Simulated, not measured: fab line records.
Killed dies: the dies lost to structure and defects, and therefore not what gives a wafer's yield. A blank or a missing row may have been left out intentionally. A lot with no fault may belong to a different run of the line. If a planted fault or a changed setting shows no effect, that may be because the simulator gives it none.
Which tool was responsible?	flow n5-finfet	24 lots with 72 wafers sampled at 3 steps, on a route of 1938 steps

## WHAT EACH GAUGE READ, for each wafer
N5_BEOL_M1_OCD_MEAS_38. Usual: trench-depth-nm reads 55.5 nm (standard deviation 1.3).
lot	measured	on	trench-depth-nm (nm)	flag
L074	day 6 05:10	ocd-01	56.5 54.2 53.7	
L075	day 6 16:26	ocd-02	55.7 55.6 56.1	
L076	day 6 19:22	ocd-02	56.4 53.1 56.9	
L077	day 7 14:02	ocd-02	57.7 56.0 56.8	
L079	day 7 17:53	ocd-01	54.3 55.6 54.1	
L078	day 7 18:40	ocd-02	55.2 54.4 55.2	
L080	day 7 19:22	ocd-01	53.9 55.9 54.0	
L081	day 8 02:03	ocd-02	53.7 53.0 54.8	
L082	day 8 02:14	ocd-01	54.2 53.5 56.2	
L083	day 8 11:04	ocd-01	55.7 57.2 54.5	
L084	day 8 14:01	ocd-02	56.8 56.0 53.7	
L085	day 8 23:52	ocd-02	55.5 54.2 55.8	
L086	day 9 03:09	ocd-01	54.9 54.5 57.8	
L087	day 9 13:27	ocd-02	55.2 55.7 54.0	
L088	day 9 23:48	ocd-02	55.4 57.5 56.3	
L089	day 10 04:34	ocd-02	58.0 57.9 57.3	
L090	day 10 05:52	ocd-01	56.0 55.3 54.0	
L091	day 10 07:30	ocd-01	55.4 56.2 55.5	
L092	day 10 18:51	ocd-02	55.8 55.4 56.1	
L093	day 11 00:46	ocd-01	57.4 58.5 53.9	
L094	day 11 06:23	ocd-02	53.5 53.2 56.0	
L095	day 11 10:37	ocd-02	55.5 56.8 55.0	
L096	day 11 14:06	ocd-01	58.0 54.0 56.9	
L097	day 11 21:17	ocd-02	56.1 55.8 56.8	

## WHAT TOOL EACH LOT RAN ON (gives the tool, then ch and the chambers of the sampled wafers, and finally the start)
lot	N5_BEOL_M1_STRIP_66	N5_BEOL_M1_DESCUM_33
L074	rie-diel-02 ch 0,2,3, day 6 02:49	rie-diel-01 ch 0,1, day 6 03:42
L075	rie-diel-02 ch 0,3, day 6 13:00	rie-diel-04 ch 1,2,3, day 6 13:46
L076	rie-diel-04 ch 0,1,3, day 6 17:09	rie-diel-01 ch 0,2,3, day 6 18:05
L077	rie-diel-02 ch 0,2,3, day 7 12:35	rie-diel-01 ch 2,3, day 7 13:17
L079	rie-diel-01 ch 0,3, day 7 14:49	rie-diel-02 ch 0,1,3, day 7 15:37
L078	rie-diel-04 ch 2,3, day 7 14:53	rie-diel-01 ch 0,2, day 7 15:48
L080	rie-diel-02 ch 1,3, day 7 14:53	rie-diel-02 ch 0,1,3, day 7 15:51
L081	rie-diel-01 ch 0,3, day 7 23:04	rie-diel-02 ch 0,1,2, day 7 23:52
L082	rie-diel-02 ch 0,1,2, day 7 23:07	rie-diel-04 ch 0,1, day 8 00:02
L083	rie-diel-01 ch 0,1,2, day 8 08:02	rie-diel-04 ch 1,2,3, day 8 08:49
L084	rie-diel-04 ch 0,2,3, day 8 11:59	rie-diel-01 ch 0,2,3, day 8 12:42
L085	rie-diel-04 ch 0,2,3, day 8 22:25	rie-diel-02 ch 1,2,3, day 8 23:05
L086	rie-diel-02 ch 2,3, day 9 00:49	rie-diel-02 ch 2,3, day 9 01:38
L087	rie-diel-04 ch 1,2,3, day 9 11:58	rie-diel-01 ch 1,2, day 9 12:38
L088	rie-diel-01 ch 0,1,2, day 9 17:42	rie-diel-01 ch 0,1,2, day 9 18:46
L089	rie-diel-02 ch 1,2, day 10 00:11	rie-diel-01 ch 0,1,3, day 10 02:01
L090	rie-diel-02 ch 0,1,2, day 10 03:54	rie-diel-02 ch 1,2,3, day 10 04:34
L091	rie-diel-04 ch 0,2,3, day 10 05:40	rie-diel-02 ch 0,1, day 10 06:36
L092	rie-diel-04 ch 1,2,3, day 10 16:04	rie-diel-04 ch 0,1,3, day 10 16:51
L093	rie-diel-02 ch 2,3, day 10 22:56	rie-diel-01 ch 0,1, day 10 23:35
L094	rie-diel-02 ch 1,3, day 11 04:05	rie-diel-04 ch 2,3, day 11 04:44
L095	rie-diel-04 ch 0,1, day 11 07:09	rie-diel-02 ch 1,2,3, day 11 07:51
L096	rie-diel-04 ch 0,3, day 11 11:30	rie-diel-04 ch 0,1,2, day 11 12:10
L097	rie-diel-01 ch 1,2,3, day 11 18:40	rie-diel-02 ch 0,2,3, day 11 19:28
- N5_BEOL_M1_STRIP_66: strips in CF4.
- N5_BEOL_M1_DESCUM_33: chemistry O2, time 7 s.

## WHAT THE TOOLS THEMSELVES READ (means of the sampled wafers that have a number; where no wafer has one, the mark that the record gives instead)
N5_BEOL_M1_STRIP_66. Usual: drypump-motor-current-A 5.4 A, standard deviation 0.46; oes-product-au 0.79 a.u., standard deviation 0.095; rf-vpp-V 271.3 V, standard deviation 1.5; showerhead-plenum-p-Torr 1.81 Torr, standard deviation 0.062; throttle-valve-pct 13.56 %, standard deviation 0.3.
lot	tool	drypump-motor-current-A (A)	oes-product-au (a.u.)	rf-vpp-V (V)	showerhead-plenum-p-Torr (Torr)	throttle-valve-pct (%)	flag
L074	rie-diel-02	5.5	0.77	271.0	1.80	13.50	
L075	rie-diel-02	5.5	0.82	272.1	1.80	13.53	
L076	rie-diel-04	5.5	0.79	270.6	1.78	13.64	
L077	rie-diel-02	5.5	0.76	271.3	1.79	13.53	
L079	rie-diel-01	5.6	0.74	272.9	1.87	13.60	
L078	rie-diel-04	5.5	0.77	271.3	1.79	13.82	
L080	rie-diel-02	5.2	0.83	271.1	1.81	13.64	
L081	rie-diel-01	5.5	0.78	272.3	1.88	13.54	
L082	rie-diel-02	5.7	0.71	272.5	1.83	13.61	
L083	rie-diel-01	5.5	0.84	271.8	1.80	13.38	
L084	rie-diel-04	5.3	0.84	271.1	1.80	13.57	
L085	rie-diel-04	5.3	0.83	270.9	1.80	13.59	
L086	rie-diel-02	5.0	0.80	269.9	1.77	13.57	
L087	rie-diel-04	5.2	0.85	271.8	1.82	13.53	
L088	rie-diel-01	5.6	0.82	270.8	1.80	13.41	
L089	rie-diel-02	5.4	0.72	271.9	1.84	13.74	
L090	rie-diel-02	5.7	0.79	272.1	1.82	13.45	
L091	rie-diel-04	5.4	0.82	270.7	1.80	13.59	
L092	rie-diel-04	5.2	0.83	270.8	1.82	13.55	
L093	rie-diel-02	5.0	0.74	270.1	1.77	13.58	
L094	rie-diel-02	5.4	0.75	271.2	1.84	13.79	
L095	rie-diel-04	5.2	0.91	271.1	1.81	13.19	
L096	rie-diel-04	5.7	0.74	269.5	1.73	13.86	
L097	rie-diel-01	5.7	0.76	270.8	1.79	13.52	

N5_BEOL_M1_DESCUM_33. Usual: drypump-motor-current-A 5.5 A, standard deviation 0.46; oes-product-au 0.80 a.u., standard deviation 0.1; rf-vpp-V 243.5 V, standard deviation 1.4; showerhead-plenum-p-Torr 2.11 Torr, standard deviation 0.067; throttle-valve-pct 20.34 %, standard deviation 0.25.
lot	tool	drypump-motor-current-A (A)	oes-product-au (a.u.)	rf-vpp-V (V)	showerhead-plenum-p-Torr (Torr)	throttle-valve-pct (%)	flag
L074	rie-diel-01	5.5	0.80	244.3	2.17	20.38	
L075	rie-diel-04	5.2	0.79	243.7	2.12	20.40	
L076	rie-diel-01	5.5	0.76	243.6	2.16	20.41	
L077	rie-diel-01	5.6	0.71	243.8	2.14	20.38	
L079	rie-diel-02	5.7	0.78	243.6	2.12	20.37	
L078	rie-diel-01	5.4	0.75	243.5	2.13	20.50	
L080	rie-diel-02	5.7	0.78	243.6	2.12	20.37	
L081	rie-diel-02	5.7	0.73	244.5	2.13	20.34	
L082	rie-diel-04	5.3	0.87	242.8	2.08	20.28	
L083	rie-diel-04	5.2	0.77	243.4	2.11	20.44	
L084	rie-diel-01	5.5	0.76	244.6	2.15	20.44	
L085	rie-diel-02	5.2	0.78	243.5	2.09	20.41	
L086	rie-diel-02	5.0	0.76	243.0	2.06	20.34	
L087	rie-diel-01	5.8	0.88	243.2	2.07	20.10	
L088	rie-diel-01	5.6	0.82	244.0	2.11	20.30	
L089	rie-diel-01	5.7	0.82	243.4	2.14	20.21	
L090	rie-diel-02	5.2	0.77	241.8	2.09	20.43	
L091	rie-diel-02	6.2	0.88	245.0	2.14	20.02	
L092	rie-diel-04	5.5	0.85	242.5	2.05	20.37	
L093	rie-diel-01	5.7	0.89	243.0	2.10	20.07	
L094	rie-diel-04	5.1	0.81	244.5	2.13	20.41	
L095	rie-diel-02	5.2	0.76	242.9	2.09	20.45	
L096	rie-diel-04	5.1	0.90	244.5	2.13	20.14	
L097	rie-diel-02	5.5	0.82	243.2	2.08	20.18	

## THE ANSWER, worked out from the rows above alone
Rule: a lot counts as off when the mean over its wafers that have a number is more than 3 standard deviations away from the usual mean. Also off: a lot with no number at a reading for which 4 or more lots have one. Any other lot the step has rows for is counted as sound. First the gauges in route order, then the tools' own readings, where a lot's mean is used as printed above. The first step at which some lot is off is used, and at that step the reading that is off furthest; a lot without a number counts as furthest.
No lot is off on any of the readings shown, so nothing can be concluded from this.

## WHAT THE SIMULATOR HAD INSERTED
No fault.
